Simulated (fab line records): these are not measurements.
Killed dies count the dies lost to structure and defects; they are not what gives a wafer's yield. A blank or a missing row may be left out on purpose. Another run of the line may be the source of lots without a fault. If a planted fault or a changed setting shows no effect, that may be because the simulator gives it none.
The same fault as seen by 2 desks / flow n5-finfet / every desk sees just its own numbers, and what lay behind them comes last

== METROLOGY DESK ==
Lot by lot, what the gauges showed, no matter which tool ran the lot: averages of those sampled wafers that carry a number. The brackets show how far a lot's mean lies from the usual mean; more than 4 standard deviations puts the lot out of limits, marked OUT. Readings shown: 7 of its 12, picked as those furthest out on some lot.
Columns: A = SD_N_BLK_OVL at N5_SD_EPI_N_OVL_MEAS_10, usual -0.2 nm; B = DIBL_P at N5_BEOL_M4_RC_MEAS_101, usual 36.2 mV/V; C = IOFF_N at N5_BEOL_M4_RC_MEAS_101, usual 0.155 nA/um; D = IOFF_P at N5_BEOL_M4_RC_MEAS_101, usual 0.216 nA/um; E = ION_N at N5_BEOL_M4_RC_MEAS_101, usual 674 uA/um; F = VT_N at N5_BEOL_M4_RC_MEAS_101, usual 250.2 mV; G = VT_P at N5_BEOL_M4_RC_MEAS_101, usual -249.3 mV
lot=L368; first seen here=day 3 01:50; A=-0.5; B=35.5; C=0.167; D=0.213; E=688; F=248.5; G=-247.0
lot=L372; first seen here=day 4 00:10; A=-0.7; B=35.1; C=0.149; D=0.216; E=657; F=252.0; G=-248.9
lot=L373; first seen here=day 4 07:00; A=0.4; B=36.9; C=0.164; D=0.204; E=673; F=251.2; G=-253.2
lot=L375; first seen here=day 4 18:43; A=0.2; B=37.4; C=0.177; D=0.259; E=676; F=247.8; G=-246.8
lot=L376; first seen here=day 5 03:41; A=-0.2; B=38.0; C=0.153; D=0.219; E=671; F=254.0; G=-252.4
lot=L385; first seen here=day 7 09:10; A=0.2; B=36.4; C=0.163; D=0.236; E=678; F=249.0; G=-247.0
lot=L386; first seen here=day 7 11:56; A=-0.2; B=33.4; C=0.124; D=0.187; E=656; F=253.1; G=-250.6
lot=L388; first seen here=day 8 00:05; A=0.2; B=37.4; C=0.161; D=0.224; E=680; F=250.2; G=-248.3
lot=L389; first seen here=day 8 06:16; A=0.8; B=36.8; C=0.162; D=0.238; E=669; F=249.8; G=-248.3
lot=L390; first seen here=day 8 11:46; A=-0.9; B=35.7; C=0.157; D=0.197; E=677; F=250.7; G=-249.5
This desk's verdict: no lot among the 10 shows anything out of limits.

== DESK OF THE TOOL OWNER: litho-track-03 ==
The tool's own readings at N5_SD_EPI_N_COAT_32 (time 60 s, resist thk 350 nm): means of the sampled wafers that have a number, for each lot that ran on this tool. The brackets show how far a lot's mean lies from the usual mean; more than 4 standard deviations puts the lot out of limits, marked OUT.
Columns: A = heater-power-total-W at N5_SD_EPI_N_COAT_32, usual 500.6 W; B = spin-speed-rpm at N5_SD_EPI_N_COAT_32, usual 1500.0 rpm
lot=L368; first seen here=day 3 01:35; A=499.4; B=1500.2
lot=L372; first seen here=day 3 23:55; A=501.7; B=1499.4
lot=L375; first seen here=day 4 18:28; A=498.3; B=1661.8 (+99 or more) OUT
lot=L376; first seen here=day 5 03:19; A=500.3; B=1661.1 (+99 or more) OUT
lot=L389; first seen here=day 8 05:53; A=499.8; B=1501.8
This desk finds L375, L376 out of limits, L375 being first, at day 4 18:28 (spin-speed-rpm at N5_SD_EPI_N_COAT_32). L368, L372, L389 stayed within limits.

== BROUGHT TOGETHER ==
The tool owner's desk had the chance to raise an alarm at day 4 18:28 on L375, L376.
At the metrology desk, nothing out of limits was observed.
The metrology desk has L375, L376 on record, within its limits.
Of the lots named, all ran N5_SD_EPI_N_COAT_32 on litho-track-03.

== WHAT THE SIMULATOR HAD INSERTED ==
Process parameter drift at N5_SD_EPI_N_COAT_32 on litho-track-03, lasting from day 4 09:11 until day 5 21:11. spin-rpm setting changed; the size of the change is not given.
Struck lots among those shown: L375, L376.
How many hours passed from the start of the fault until each desk's first out-of-limits reading: the tool owner's desk, 9.
